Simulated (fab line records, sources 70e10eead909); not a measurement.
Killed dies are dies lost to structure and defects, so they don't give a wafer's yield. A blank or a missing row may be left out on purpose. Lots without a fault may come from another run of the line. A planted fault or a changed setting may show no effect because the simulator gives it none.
A struck lot beside a sound one | flow nand_harc | 14 steps out of a route of 1302
Sound: wafers L927.1, L927.3, L927.6. Struck: wafers L931.3, L931.5, L931.6. The cause comes at the end.
At each step with rows: each side's tool, then ch and its chambers, then its first start. Under that, the readings that differ: sound wafers | struck wafers | difference of the means | sigmas: that difference in standard deviations of wafers without a fault.
alike: readings whose means differ by less than 2 such deviations, and words and numbers that are the same on both sides. not compared: withheld readings, readings that some wafer has no value for, bounds like >300 that may hide the same value, and numbers for which the record gives no deviation and whose values overlap.
The two part at a step that has a row with sigmas, a row that says differs or no value, or rows on one side only. Numbers that don't overlap but have no deviation are shown without sigmas and don't part them. A reading that every wafer of one side lacks parts them only if that side has two wafers or more.

NHARC_A_ONON_D2_THK_MEAS_08: measures by ellipsometry.
  sound on film_metro-02, day 12 18:33; struck on film_metro-02, day 14 17:14
  alike: thk_nm
then, 1 step without rows for these wafers: NHARC_A_ONON_D2_DEP_09 (target thk 1000 nm).
NHARC_A_ONON_D2_THK_MEAS_11: measures by ellipsometry.
  sound on film_metro-02, day 12 19:07; struck on film_metro-02, day 14 17:49
  alike: thk_nm
then, 1 step without rows for these wafers: NHARC_A_ONON_D2_DEP_12 (target thk 1000 nm).
NHARC_A_ONON_D2_THK_MEAS_14: measures by ellipsometry.
  sound on film_metro-01, day 12 19:41; struck on film_metro-02, day 14 18:23
  alike: thk_nm
then, 2 steps without rows for these wafers: NHARC_A_ONON_D2_ANNEAL_15 (time 3600 s); NHARC_A_ONON_D2_DEP_16 (target thk 1000 nm).
NHARC_A_ONON_D2_THK_MEAS_18: measures by ellipsometry.
  sound on film_metro-01, day 13 03:07; struck on film_metro-02, day 15 01:47
  alike: thk_nm
then, 1 step without rows for these wafers: NHARC_A_ONON_D2_DEP_19 (target thk 1000 nm).
NHARC_A_ONON_D2_THK_MEAS_21: measures by ellipsometry.
  sound on film_metro-02, day 13 03:41; struck on film_metro-02, day 15 02:22
  alike: thk_nm
then, 1 step without rows for these wafers: NHARC_A_ONON_D2_DEP_22 (target thk 1000 nm).
NHARC_A_ONON_D2_THK_MEAS_24: measures by ellipsometry.
  sound on film_metro-02, day 13 04:15; struck on film_metro-02, day 15 02:56
  reading     | sound        | struck         | difference | sigmas
  thk_nm (nm) | 999 998 1000 | 1026 1029 1027 | +28        | +3
NHARC_A_ONON_D2_DEP_25: target thk 1000 nm.
  sound on pecvd_onon-04 ch 0, day 13 04:19; struck on pecvd_onon-04 ch 0, day 15 03:06
NHARC_A_ONON_D2_THK_MEAS_27: measures by ellipsometry.
  sound on film_metro-02, day 13 04:49; struck on film_metro-02, day 15 03:40
  reading     | sound          | struck      | difference | sigmas
  thk_nm (nm) | 1004 1001 1003 | 905 903 906 | -98        | -12
  not compared: hold

WHERE THEY PART
First at NHARC_A_ONON_D2_THK_MEAS_24; last, within this record, at NHARC_A_ONON_D2_THK_MEAS_27.

WHY: what the simulator had put in
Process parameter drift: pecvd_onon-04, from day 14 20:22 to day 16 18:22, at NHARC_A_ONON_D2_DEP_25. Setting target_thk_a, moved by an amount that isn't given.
